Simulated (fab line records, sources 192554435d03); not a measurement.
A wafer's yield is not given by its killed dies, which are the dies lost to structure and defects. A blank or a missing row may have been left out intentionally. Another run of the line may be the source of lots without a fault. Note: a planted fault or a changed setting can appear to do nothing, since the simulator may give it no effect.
fab line records | flow n5-finfet
record lots=11 | wafers=30 | last-day=18
route steps=1938 shown BEOL_M3@1008 BEOL_M4@1111 PASSIVATION@1936
lots that met no fault: from a run of the same line without faults
start-h: the number of hours between the record's first day and the start of the first shown wafer of the lot | wait-h: how many hours have passed since the lot's step before this one | " unchanged from the row above | L1.1+2: a single row standing in for several wafers | - value missing, or start not given | * or withheld: withheld | < > ~ a bound
route shown NAME@n: names a module that has steps shown in the file, with the first one's number in the route | usual: mean and standard deviation over wafers with no fault | same: alike in all rows | chamber/n: place in a boat | sites: per-site readings | _std_site: the standard deviation of these | _edge_site: the outer-site mean with the inner-site mean subtracted | radius-mm: for every site, how far away it sits from the centre of the wafer | mask NAME#n: copy n | behind: the last tool/chamber to shape the wafer | hold: why the lot was held/for how many hours/how that ended | device: names the non-switching transistor (n, p or np) | end of line: at the end of the route, the tests of the same wafers | a step without rows: its recipe alone | killed: dies lost to structure and defects at the first sort, not the wafer's yield | map: per-die view of a wafer (x killed, . not killed, _ where there is no die)
set.NAME: setting as actually run; set.NAME@STEP: the setting as run at that earlier step | model.NAME: the simulator's own value behind a step, which no gauge read
steps of the route over a sample of lots; a table a step, a row a wafer
services: a tool's chamber out of use, with start hour (start-h, from the record's first day; less than 0 if before it), hours out, and reason
## steps
# step N5_BEOL_M3_SPUTTER_94
# recipe material=Cu | target-thk-a=45 | temp-c=-20 | chamber-pressure-pa=0.07 | power-w=withheld | time-s=8.29
# usual throttle-valve-pct=30.2/1
lot.wafer | tool           | chamber | start-h | wait-h | throttle-valve-pct
L118.2    | pvd-sputter-03 | -       | 177.81  | 0.1    | 31.6
L118.5    | "              | -       | "       | "      | 31.7
L118.6    | "              | -       | "       | "      | 29.2
L120.1    | pvd-sputter-02 | -       | 184.83  | 0.1    | 29.5
L120.2    | "              | -       | "       | "      | 31.6
L120.5    | "              | -       | "       | "      | 29.5
L124.1    | pvd-sputter-02 | -       | 196.81  | 0.1    | 27.8
L124.3    | "              | -       | "       | "      | 31.6
L124.4    | "              | -       | "       | "      | 29.4
L123.2    | pvd-sputter-03 | -       | 202.40  | 0.1    | 29.2
L123.3    | "              | -       | "       | "      | 30.6
L123.4    | "              | -       | "       | "      | 29.9
L125.2    | pvd-sputter-03 | -       | 204.40  | 0.1    | 29.1
L125.5    | "              | -       | "       | "      | 29.1
L125.6    | "              | -       | "       | "      | 31.7
L127.1    | pvd-sputter-02 | -       | 208.05  | 0.1    | 28.1
L127.3    | "              | -       | "       | "      | 29.9
L127.4    | "              | -       | "       | "      | 29.6
L128.3    | pvd-sputter-03 | -       | 221.16  | 0.1    | 31.8
L128.5    | "              | -       | "       | "      | 31.6
L129.2    | pvd-sputter-03 | -       | 227.26  | 0.1    | 31.4
L129.3    | "              | -       | "       | "      | 29.8
L131.4    | pvd-sputter-01 | -       | 252.92  | 0.1    | 30.6
L131.5    | "              | -       | "       | "      | 31.1
L141.4    | pvd-sputter-03 | -       | 299.68  | 0.1    | 31.9
L141.5    | "              | -       | "       | "      | 31.7
L141.6    | "              | -       | "       | "      | 30.8
L140.2    | pvd-sputter-01 | -       | 300.21  | 0.1    | 29.7
L140.4    | "              | -       | "       | "      | 30.1
L140.6    | "              | -       | "       | "      | 31.1
# step N5_BEOL_M3_ECD_50
# recipe material=Cu | target-thk-a=3000
lot.wafer  | tool      | chamber | start-h | wait-h
L118.2+5+6 | ecd-cu-01 | 0,0,1   | 178.15  | 0.1
L120.1+2+5 | ecd-cu-02 | 1,0,0   | 185.18  | 0.1
L124.1+3+4 | ecd-cu-01 | 0,1,0   | 197.15  | 0.1
L123.2+3+4 | ecd-cu-02 | 0,0,1   | 202.73  | 0.1
L125.2+5+6 | ecd-cu-01 | 1,0,1   | 204.73  | 0.1
L127.1+3+4 | ecd-cu-02 | 0,0,1   | 208.39  | 0.1
L128.3+5   | ecd-cu-02 | 0,1     | 221.52  | 0.1
L129.2+3   | ecd-cu-02 | 0,1     | 227.60  | 0.1
L131.4+5   | ecd-cu-02 | 0       | 253.28  | 0.1
L141.4+5+6 | ecd-cu-01 | 0,1,0   | 300.03  | 0.1
L140.2+4+6 | ecd-cu-01 | 1,1,0   | 300.54  | 0.1
# step N5_BEOL_M3_ANNEAL_51
# recipe temp-c=225 | time-s=90 | ambient=N2
# usual anneal-temp-c=225.02/0.17 | wafer_temp_C_max=226.0/0.32
lot.wafer | tool          | chamber | start-h | wait-h | anneal-temp-c | wafer_temp_C_max
L118.2    | rtp-anneal-02 | 0       | 178.28  | 0.1    | 225.33        | 225.8
L118.5    | "             | 0       | "       | "      | 225.13        | 226.0
L118.6    | "             | 0       | "       | "      | 225.11        | 226.3
L120.1    | rtp-anneal-01 | 0       | 185.37  | 0.2    | 225.18        | 226.0
L120.2    | "             | 0       | "       | "      | 224.84        | 226.3
L120.5    | "             | 0       | "       | "      | 224.98        | 226.0
L124.1    | rtp-anneal-02 | 0       | 197.27  | 0.1    | 224.80        | 225.9
L124.3    | "             | 0       | "       | "      | 224.91        | 225.9
L124.4    | "             | 0       | "       | "      | 224.58        | 226.2
L123.2    | rtp-anneal-02 | 0       | 202.86  | 0.1    | 224.74        | 226.4
L123.3    | "             | 0       | "       | "      | 224.58        | 226.4
L123.4    | "             | 0       | "       | "      | 224.53        | 226.1
L125.2    | rtp-anneal-01 | 0       | 204.86  | 0.1    | 224.94        | 226.1
L125.5    | "             | 0       | "       | "      | 225.06        | 226.3
L125.6    | "             | 0       | "       | "      | 225.11        | 226.2
L127.1    | rtp-anneal-01 | 0       | 208.64  | 0.2    | 225.26        | 226.4
L127.3    | "             | 0       | "       | "      | 224.87        | 226.0
L127.4    | "             | 0       | "       | "      | 224.94        | 226.7
L128.3    | rtp-anneal-01 | 0       | 221.67  | 0.1    | 224.80        | 226.2
L128.5    | "             | 0       | "       | "      | 225.07        | 226.1
L129.2    | rtp-anneal-02 | 0       | 227.72  | 0.1    | 225.23        | 225.8
L129.3    | "             | 0       | "       | "      | 225.11        | 226.0
L131.4    | rtp-anneal-02 | 0       | 253.47  | 0.2    | 225.25        | 225.8
L131.5    | "             | 0       | "       | "      | 225.21        | 225.9
L141.4    | rtp-anneal-02 | 0       | 300.23  | 0.2    | 225.00        | 225.6
L141.5    | "             | 0       | "       | "      | 224.93        | 226.0
L141.6    | "             | 0       | "       | "      | 224.95        | 225.8
L140.2    | rtp-anneal-02 | 0       | 300.67  | 0.1    | 224.83        | 225.7
L140.4    | "             | 0       | "       | "      | 224.79        | 226.1
L140.6    | "             | 0       | "       | "      | 224.97        | 225.7
# step N5_BEOL_M3_CMP_52
# recipe stop-on=SiOC | t-overpolish-s=6.8 | down-force-psi=1 | platen-rpm=50 | clearing-platen-down-force-psi=1.5 | clearing-platen-rpm=50 | post-cmp-clean=cu-alkaline | target-thk-nm=40 | clearing-platen-pad-velocity-m-s=0.99484 | pad-velocity-m-s=0.99484
# usual clearing-platen-down-force-psi=1.5005/0.0029 | motor-current-A=6.3/0.69 | time-to-endpoint-s=63/3.3
lot.wafer | tool   | chamber | start-h | wait-h | clearing-platen-down-force-psi | motor-current-A | time-to-endpoint-s
L118.2    | cmp-03 | 2       | 178.53  | 0.2    | 1.5037                         | 6.4             | 63
L118.6    | "      | 2       | "       | "      | 1.5015                         | 6.4             | 65
L118.5    | "      | 3       | "       | "      | 1.5037                         | 6.9             | 58
L120.2    | cmp-03 | 2       | 185.74  | 0.3    | 1.4996                         | 6.4             | 62
L120.1    | "      | 3       | "       | "      | 1.4999                         | 7.0             | 58
L120.5    | "      | 1       | "       | "      | 1.5057                         | 6.8             | 57
L124.4    | cmp-04 | 1       | 197.56  | 0.1    | 1.5004                         | 6.0             | 62
L124.1    | "      | 2       | "       | "      | 1.5005                         | 5.5             | 61
L124.3    | "      | 3       | "       | "      | 1.4959                         | 8.2             | 58
L123.4    | cmp-01 | 2       | 203.15  | 0.2    | 1.4920                         | 5.7             | 62
L123.2    | "      | 3       | "       | "      | 1.5000                         | 6.3             | 68
L123.3    | "      | 0       | "       | "      | 1.4991                         | 5.8             | 64
L125.2    | cmp-01 | 2       | 205.15  | 0.2    | 1.5033                         | 5.7             | 62
L125.6    | "      | 1       | "       | "      | 1.4961                         | 6.5             | 65
L125.5    | "      | 2       | "       | "      | 1.5017                         | 5.8             | 64
L127.3    | cmp-03 | 2       | 209.01  | 0.2    | 1.5012                         | 6.3             | 68
L127.1    | "      | 3       | "       | "      | 1.5049                         | 7.3             | 64
L127.4    | "      | 1       | "       | "      | 1.5001                         | 6.5             | 65
L128.3    | cmp-03 | 2       | 221.99  | 0.3    | 1.5017                         | 6.4             | 108
L128.5    | "      | 3       | "       | "      | 1.5011                         | 6.8             | 62
L129.3    | cmp-04 | 1       | 227.99  | 0.2    | 1.4999                         | 5.7             | 107
L129.2    | "      | 3       | "       | "      | 1.4980                         | 7.9             | 65
L131.4    | cmp-01 | 0       | 253.64  | 0.1    | 1.4970                         | 6.2             | 105
L131.5    | "      | 1       | "       | "      | 1.4921                         | 6.3             | 62
L141.4    | cmp-04 | 3       | 300.46  | 0.2    | 1.4952                         | 8.0             | 68
L141.6    | "      | 1       | "       | "      | 1.5003                         | 6.1             | 64
L141.5    | "      | 2       | "       | "      | 1.5008                         | 5.3             | 63
L140.2    | cmp-04 | 1       | 300.92  | 0.2    | 1.4984                         | 6.2             | 68
L140.4    | "      | 3       | "       | "      | 1.5003                         | 7.7             | 64
L140.6    | "      | 2       | "       | "      | 1.4993                         | 5.8             | 65
# step N5_BEOL_M3_CO_CAP_55
# recipe material=Co | target-thk-a=20 | temp-c=200 | precursor=CCTBA/H2 | pressure-torr=30 | time-s=102.1
# usual heater-power-w=235/16
lot.wafer | tool      | chamber | start-h | wait-h | heater-power-w
L118.2    | cvd-co-02 | 0       | 178.90  | 0.0    | 229
L118.5    | "         | 1       | "       | "      | 227
L118.6    | "         | 0       | "       | "      | 231
L120.1    | cvd-co-01 | 1       | 186.04  | 0.0    | 259
L120.2    | "         | 0       | "       | "      | 255
L120.5    | "         | 0       | "       | "      | 249
L124.1    | cvd-co-02 | 1       | 197.94  | 0.0    | 224
L124.3    | "         | 2       | "       | "      | 246
L124.4    | "         | 1       | "       | "      | 224
L123.2    | cvd-co-02 | 0       | 203.48  | 0.0    | 225
L123.3    | "         | 2       | "       | "      | 250
L123.4    | "         | 1       | "       | "      | 230
L125.2    | cvd-co-01 | 2       | 205.50  | 0.0    | 215
L125.5    | "         | 2       | "       | "      | 213
L125.6    | "         | 1       | "       | "      | 255
L127.1    | cvd-co-02 | 2       | 209.38  | 0.0    | 241
L127.3    | "         | 1       | "       | "      | 223
L127.4    | "         | 1       | "       | "      | 220
L128.3    | cvd-co-01 | 2       | 222.25  | 0.0    | 212
L128.5    | "         | 2       | "       | "      | 211
L129.2    | cvd-co-02 | 2       | 228.36  | 0.0    | 250
L129.3    | "         | 1       | "       | "      | 222
L131.4    | cvd-co-01 | 0       | 254.12  | 0.1    | 256
L131.5    | "         | 2       | "       | "      | 210
L141.4    | cvd-co-01 | 2       | 300.80  | 0.0    | 208
L141.5    | "         | 0       | "       | "      | 254
L141.6    | "         | 1       | "       | "      | 253
L140.2    | cvd-co-01 | 0       | 301.29  | 0.0    | 261
L140.4    | "         | 0       | "       | "      | 250
L140.6    | "         | 2       | "       | "      | 211
# step N5_BEOL_M4_RC_MEAS_101
# usual DIBL_N=36.3/1.8 | DIBL_P=36.5/2.1 | IOFF_N=0.16/0.031 | IOFF_P=0.22/0.038 | ION_N=677/12 | ION_P=466/7.8 | SS_N=71.5/0.61 | SS_P=73.2/0.7 | VT_N=249/3 | VT_P=-248.9/3
lot.wafer | tool      | chamber | start-h | wait-h | DIBL_N[mV/V] | DIBL_P[mV/V] | IOFF_N[nA/um] | IOFF_P[nA/um] | ION_N[uA/um] | ION_P[uA/um] | SS_N[mV/dec] | SS_P[mV/dec] | VT_N[mV] | VT_P[mV]
L118.2    | prober-02 | 0       | 187.03  | 1.1    | 34.6         | 35.1         | 0.14          | 0.22          | 676          | 472          | 71.2         | 73.5         | 251      | -245.7
L118.5    | "         | 0       | "       | "      | 36.4         | 37.0         | 0.17          | 0.24          | 682          | 474          | 70.5         | 73.3         | 246      | -246.0
L118.6    | "         | 0       | "       | "      | 34.8         | 34.2         | 0.13          | 0.21          | 662          | 464          | 71.4         | 72.3         | 252      | -249.5
L120.1    | prober-02 | 0       | 200.24  | 0.0    | 38.2         | 38.6         | 0.20          | 0.24          | 693          | 464          | 72.0         | 73.6         | 247      | -246.9
L120.2    | "         | 0       | "       | "      | 36.2         | 36.3         | 0.17          | 0.20          | 688          | 462          | 71.4         | 72.0         | 250      | -250.2
L120.5    | "         | 0       | "       | "      | 39.2         | 38.9         | 0.22          | 0.27          | 691          | 466          | 72.4         | 73.8         | 244      | -246.2
L125.2    | prober-02 | 0       | 217.02  | 0.2    | 35.5         | 37.0         | 0.17          | 0.27          | 689          | 478          | 71.1         | 73.5         | 246      | -243.1
L125.5    | "         | 0       | "       | "      | 34.6         | 35.8         | 0.15          | 0.24          | 687          | 480          | 71.0         | 72.2         | 249      | -246.4
L125.6    | "         | 0       | "       | "      | 39.3         | 42.0         | 0.28          | 0.38          | 708          | 488          | 72.2         | 73.6         | 238      | -240.6
L124.1    | prober-01 | 0       | 229.69  | 0.0    | 35.2         | 34.4         | 0.14          | 0.19          | 678          | 469          | 71.7         | 72.3         | 249      | -249.9
L124.3    | "         | 0       | "       | "      | 39.7         | 39.6         | 0.22          | 0.26          | 673          | 460          | 72.0         | 74.2         | 247      | -245.4
L124.4    | "         | 0       | "       | "      | 40.4         | 41.0         | 0.24          | 0.30          | 703          | 474          | 71.7         | 74.4         | 242      | -245.9
L123.2    | prober-01 | 0       | 231.71  | 0.2    | 38.0         | 38.8         | 0.20          | 0.24          | 697          | 470          | 72.1         | 74.1         | 246      | -249.7
L123.3    | "         | 0       | "       | "      | 38.9         | 39.3         | 0.21          | 0.25          | 705          | 468          | 71.5         | 74.0         | 246      | -250.0
L123.4    | "         | 0       | "       | "      | 37.6         | 37.4         | 0.17          | 0.22          | 679          | 458          | 71.4         | 74.1         | 249      | -252.2
L127.1    | prober-02 | 0       | 234.31  | 0.0    | 34.3         | 34.6         | 0.14          | 0.21          | 661          | 460          | 71.6         | 73.9         | 251      | -247.7
L127.3    | "         | 0       | "       | "      | 34.2         | 35.0         | 0.15          | 0.21          | 677          | 472          | 71.1         | 73.3         | 250      | -246.4
L127.4    | "         | 0       | "       | "      | 34.7         | 35.8         | 0.14          | 0.21          | 662          | 460          | 72.2         | 73.0         | 252      | -247.3
L128.3    | prober-01 | 0       | 237.10  | 0.3    | 37.6         | 36.5         | 0.16          | 0.22          | 673          | 468          | 71.8         | 72.9         | 250      | -250.6
L128.5    | "         | 0       | "       | "      | 37.5         | 35.8         | 0.15          | 0.19          | 674          | 460          | 71.9         | 73.0         | 253      | -252.9
L129.2    | prober-02 | 0       | 248.87  | 0.2    | 36.3         | 35.4         | 0.18          | 0.22          | 698          | 473          | 71.0         | 73.7         | 247      | -249.2
L129.3    | "         | 0       | "       | "      | 35.2         | 34.5         | 0.15          | 0.21          | 675          | 466          | 70.6         | 73.3         | 250      | -248.2
L131.4    | prober-01 | 0       | 264.36  | 0.5    | 38.7         | 37.7         | 0.19          | 0.25          | 687          | 471          | 72.5         | 73.8         | 250      | -247.8
L131.5    | "         | 0       | "       | "      | 38.9         | 38.3         | 0.18          | 0.27          | 679          | 467          | 72.9         | 73.5         | 250      | -247.4
L141.4    | prober-01 | 0       | 313.39  | 0.5    | 34.1         | 35.5         | 0.14          | 0.20          | 680          | 469          | 71.8         | 72.6         | 250      | -250.0
L141.5    | "         | 0       | "       | "      | 34.1         | 34.8         | 0.14          | 0.19          | 661          | 457          | 71.4         | 72.4         | 249      | -249.1
L141.6    | "         | 0       | "       | "      | 38.3         | 40.8         | 0.23          | 0.31          | 698          | 477          | 71.7         | 73.5         | 245      | -246.5
L140.2    | prober-01 | 0       | 316.46  | 0.2    | 36.1         | 36.8         | 0.17          | 0.23          | 682          | 469          | 71.8         | 73.2         | 248      | -249.1
L140.4    | "         | 0       | "       | "      | 36.2         | 36.5         | 0.16          | 0.23          | 682          | 475          | 71.7         | 72.9         | 248      | -246.7
L140.6    | "         | 0       | "       | "      | 36.2         | 37.3         | 0.16          | 0.25          | 683          | 467          | 71.4         | 73.1         | 249      | -244.5
# step N5_PASSIVATION_PROBE_49
# usual defect-limited-yield=91.2/1.5 | killed_at_M0_to_M3=33/9.6 | killed_at_M4_up=14/5.6 | killed-at-contacts=14/5.5 | killed-at-front-end=40/13 | killed-at-other=4/3 | killed-dies=104/17 | killed-open=68/13 | killed-short=33/7.2 | sort_bin_4_leakage=0.00/0.014 | sort_bin_5_function=5.2/0.95 | sort_bin_6_memory=3.3/0.62 | sort-n-pass=1076/17 | sort-yield-pct=91.2/1.5
# same gross-dies=1180 | killed-at-back-side=0 | sort_bin_8_speed[%]=0
lot.wafer | tool      | chamber | start-h | wait-h | defect-limited-yield[%] | killed_at_M0_to_M3 | killed_at_M4_up | killed-at-contacts | killed-at-front-end | killed-at-other | killed-dies | killed-open | killed-short | sort_bin_4_leakage[%] | sort_bin_5_function[%] | sort_bin_6_memory[%] | sort-n-pass | sort-yield-pct[%]
L128.3    | prober-02 | -       | 342.02  | 0.1    | 89.7                    | 29                 | 12              | 17                 | 58                  | 5               | 121         | 81          | 32           | 0                     | 5.9                    | 3.8                  | 1059        | 89.7
L128.5    | prober-02 | -       | 342.12  | 0.2    | 88.8                    | 37                 | 15              | 14                 | 61                  | 5               | 132         | 87          | 44           | 0                     | 7.0                    | 3.7                  | 1048        | 88.8
L129.2    | prober-01 | -       | 360.29  | 0.1    | 89.9                    | 48                 | 15              | 11                 | 37                  | 8               | 119         | 86          | 31           | 0                     | 6.4                    | 3.4                  | 1061        | 89.9
L131.4    | prober-01 | -       | 372.72  | 0.2    | 91.0                    | 19                 | 11              | 13                 | 54                  | 9               | 106         | 62          | 38           | 0                     | 5.3                    | 3.3                  | 1074        | 91.0
L131.5    | prober-01 | -       | 372.77  | 0.2    | 90.7                    | 24                 | 9               | 13                 | 50                  | 14              | 110         | 69          | 31           | 0                     | 5.3                    | 3.5                  | 1070        | 90.7
# killed by level:class
L128.3 FIN_SAQP:geometric-particle:open=17 MOL_CONTACT_COAG:geometric-particle:open=13 BEOL_M1:geometric-particle:open=11 DUMMY_GATE:geometric-particle:open=8 STI_FIN_REVEAL:geometric-particle:open=6 DUMMY_GATE:geometric-particle:short=5 BEOL_M0_SAQP:geometric-particle:short=5 MOL_CONTACT_COAG:geometric-particle:short=4
L128.5 FIN_SAQP:geometric-particle:open=24 FIN_SAQP:geometric-particle:short=15 MOL_CONTACT_COAG:geometric-particle:open=13 BEOL_M0_SAQP:geometric-particle:short=9 BEOL_M0_SAQP:geometric-particle:open=9 BEOL_M1:geometric-particle:open=7 BEOL_M4:geometric-particle:open=6 GATE_CUT:geometric-particle:short=4
L129.2 BEOL_M2:geometric-particle:open=20 FIN_SAQP:geometric-particle:short=13 ILD0:geometric-particle:open=8 MOL_CONTACT_COAG:geometric-particle:open=8 BEOL_M1:geometric-particle:open=8 BEOL_M3:geometric-particle:open=7 BEOL_M4:geometric-particle:open=7 FIN_SAQP:geometric-particle:open=6
L131.4 STI_FIN_REVEAL:geometric-particle:open=11 FIN_SAQP:geometric-particle:open=10 MOL_CONTACT_COAG:geometric-particle:open=9 FIN_SAQP:geometric-particle:short=6 ILD0:geometric-particle:short=6 GATE_CUT:geometric-particle:open=6 BEOL_M2:geometric-particle:open=6 BEOL_M0_SAQP:geometric-particle:open=4
L131.5 STI_FIN_REVEAL:geometric-particle:open=18 MOL_CONTACT_COAG:geometric-particle:open=13 FIN_SAQP:geometric-particle:short=8 FIN_SAQP:geometric-particle:open=6 BEOL_M3:geometric-particle:open=6 STARTING-WAFER:geometric-particle:short=5 BEOL_M2:geometric-particle:open=4 PASS1_CAP:geometric-particle:short=4
## services
tool      | chamber | start-h | hours | kind
cmp-04    | -       | 159.07  | 7.2   | repair
cmp-01    | -       | 168.40  | 1.6   | repair
cmp-04    | -       | 175.55  | 10.8  | pm
ecd-cu-01 | -       | 180.86  | 5.7   | pm
cmp-04    | -       | 194.07  | 0.7   | repair
cvd-co-01 | 0       | 201.83  | 16.8  | repair
cmp-04    | -       | 208.17  | 5.1   | repair
cmp-03    | -       | 211.73  | 4.0   | pm
cvd-co-02 | -       | 214.67  | 0.5   | repair
cmp-03    | -       | 215.73  | -     | consumable-replace:conditioner
cmp-03    | -       | 215.73  | -     | consumable-replace:pad
ecd-cu-02 | -       | 281.96  | 0.4   | repair
cmp-03    | -       | 292.90  | 0.4   | repair
## key
first-sign step=N5_BEOL_M3_CMP_52 | reading=time-to-endpoint-s | direction=up | sigmas=13 | usual=* | struck=*
effect none on later readings
met-at N5_BEOL_M3_ECD_50
struck-lots L128,L129,L131
struck-wafers L128.3,L129.3,L131.4
not-acting-at N5_BEOL_M3_SPUTTER_94,N5_BEOL_M3_ANNEAL_51,N5_BEOL_M3_CO_CAP_55
onset-between 208.39 221.52
fault kind=process-parameter-drift | tool=ecd-cu-02 | chamber=- | onset-h=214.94 | steps=N5_BEOL_M3_ECD_50 | channel=target-thk-a | offset=* | shape=step | end-h=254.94 | scope=struck-wafers-only | acts-in=* | stated=*
